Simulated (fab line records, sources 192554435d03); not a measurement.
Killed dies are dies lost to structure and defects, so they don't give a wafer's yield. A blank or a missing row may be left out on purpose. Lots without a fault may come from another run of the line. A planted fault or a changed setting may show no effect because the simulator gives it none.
Chamber matching | flow n5_finfet | N5_BEOL_M5_DEP_56 on pecvd-03: 3 sister chambers
The step deposits SiCN from 3MS/NH3, target thk 8 nm, time 14 s. 14 wafers are shown with their chamber, then 7 later ones without.

WAFERS WITH THEIR CHAMBER
wafer  | chamber | showerhead_plenum_p_Torr (Torr) | throttle_valve_pct (%)
L074.2 | 0       | 3.616                           | 8.6
L074.3 | 0       | 3.627                           | 8.8
L074.5 | 0       | 3.615                           | 8.9
L075.3 | 2       | 3.688                           | 8.1
L075.5 | 0       | 3.625                           | 8.9
L075.6 | 2       | 3.691                           | 8.5
L078.1 | 0       | 3.619                           | 8.8
L078.3 | 1       | 3.663                           | 9.2
L078.5 | 0       | 3.622                           | 9.0
L084.1 | 2       | 3.680                           | 8.2
L084.3 | 1       | 3.685                           | 9.6
L084.4 | 1       | 3.666                           | 9.2
L087.3 | 0       | 3.623                           | 9.3
L087.5 | 2       | 3.684                           | 8.2

SIGNATURES (means of the wafers above)
reading                  | chamber 0 | chamber 1 | chamber 2 | scatter within a chamber
showerhead_plenum_p_Torr | 3.62100   | 3.67133   | 3.68575   | 0.00657
throttle_valve_pct       | 8.900     | 9.333     | 8.250     | 0.208
Rule: a wafer's distance from a chamber is the root of the sum, over the readings, of the square of ((its reading less the chamber's mean) divided by the reading's scatter). The wafer belongs to the nearest chamber; if the next one is less than 2 further off, it can't be placed. The scatter: the root of (the sum of the squares of (reading less its chamber's mean) over the shown wafers, divided by (wafers less chambers)).

WAFERS WITHOUT THEIR CHAMBER
wafer  | showerhead_plenum_p_Torr (Torr) | throttle_valve_pct (%)
L087.6 | 3.617                           | 9.0
L093.1 | 3.617                           | 8.6
L093.3 | 3.664                           | 9.5
L093.6 | 3.671                           | 9.2
L095.1 | 3.683                           | 8.2
L095.2 | 3.668                           | 9.4
L095.5 | 3.673                           | 9.3

WHICH CHAMBER EACH WENT THROUGH
wafer  | from the rows above | in truth
L087.6 | 0                   | 0
L093.1 | 0                   | 0
L093.3 | 1                   | 1
L093.6 | 1                   | 1
L095.1 | 2                   | 2
L095.2 | 1                   | 1
L095.5 | 1                   | 1
Placed correctly: 7 of 7. Can't be placed from these rows: 0. Placed wrongly: 0.
